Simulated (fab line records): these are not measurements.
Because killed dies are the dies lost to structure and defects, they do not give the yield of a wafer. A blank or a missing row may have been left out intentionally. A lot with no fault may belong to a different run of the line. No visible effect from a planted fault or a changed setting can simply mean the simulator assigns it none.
Chamber matching :: flow n5-finfet :: 4 sister chambers for N5_BEOL_M0_SAQP_MANDREL_ETCH_20 on rie-si-03
The step etches a-Si in HBr/Cl2, stops on SiNx, target depth 60 nm, bt time 10 s, time 30 s. 8 wafers are shown with their chamber, then 9 later ones without.

== WAFERS, EACH WITH ITS CHAMBER ==
wafer: L077.5
chamber: 3
drypump-motor-current-A (A): 5.74
rf-fwd-power-W (W): 797.1

wafer: L078.4
chamber: 0
drypump-motor-current-A (A): 5.87
rf-fwd-power-W (W): 795.9

wafer: L081.5
chamber: 2
drypump-motor-current-A (A): 6.27
rf-fwd-power-W (W): 791.2

wafer: L082.4
chamber: 0
drypump-motor-current-A (A): 5.88
rf-fwd-power-W (W): 797.5

wafer: L082.5
chamber: 1
drypump-motor-current-A (A): 5.85
rf-fwd-power-W (W): 797.7

wafer: L091.1
chamber: 1
drypump-motor-current-A (A): 5.86
rf-fwd-power-W (W): 798.5

wafer: L091.3
chamber: 2
drypump-motor-current-A (A): 6.28
rf-fwd-power-W (W): 792.7

wafer: L091.6
chamber: 3
drypump-motor-current-A (A): 5.72
rf-fwd-power-W (W): 792.5

== WAFERS WITHOUT THEIR CHAMBER ==
wafer: L092.2
drypump-motor-current-A (A): 6.26
rf-fwd-power-W (W): 789.0

wafer: L092.5
drypump-motor-current-A (A): 5.88
rf-fwd-power-W (W): 795.5

wafer: L092.6
drypump-motor-current-A (A): 6.27
rf-fwd-power-W (W): 793.2

wafer: L094.1
drypump-motor-current-A (A): 6.26
rf-fwd-power-W (W): 794.8

wafer: L094.2
drypump-motor-current-A (A): 5.73
rf-fwd-power-W (W): 792.0

wafer: L094.3
drypump-motor-current-A (A): 5.89
rf-fwd-power-W (W): 792.0

wafer: L097.1
drypump-motor-current-A (A): 6.26
rf-fwd-power-W (W): 790.3

wafer: L097.3
drypump-motor-current-A (A): 5.86
rf-fwd-power-W (W): 796.6

wafer: L097.6
drypump-motor-current-A (A): 5.85
rf-fwd-power-W (W): 796.0

== THE CHAMBER EACH PASSED THROUGH ==
wafer: L092.2
from the rows above: 2
in truth: 2

wafer: L092.5
from the rows above: 0
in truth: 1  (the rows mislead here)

wafer: L092.6
from the rows above: 2
in truth: 2

wafer: L094.1
from the rows above: 2
in truth: 2

wafer: L094.2
from the rows above: 3
in truth: 3

wafer: L094.3
from the rows above: can't be placed: 0 or 1
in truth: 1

wafer: L097.1
from the rows above: 2
in truth: 2

wafer: L097.3
from the rows above: can't be placed: 1 or 0
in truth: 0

wafer: L097.6
from the rows above: can't be placed: 1 or 0
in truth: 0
Correctly placed: 5 of 9. These rows do not allow placing 3 (true chamber among the candidates in 3). Placed wrongly: 1.
How it was worked out, from the rows above alone: a wafer's distance from a chamber is the root of the sum, over the readings, of the square of ((its reading less the chamber's mean) divided by the reading's scatter). The wafer belongs to the nearest chamber; if the next one is less than 2 further off, it can't be placed. For every chamber, the mean is computed from those of its wafers that are shown. The scatter: take each reading less its chamber's mean, square it, sum over the shown wafers, divide by the number of wafers less the number of chambers, and take the root.
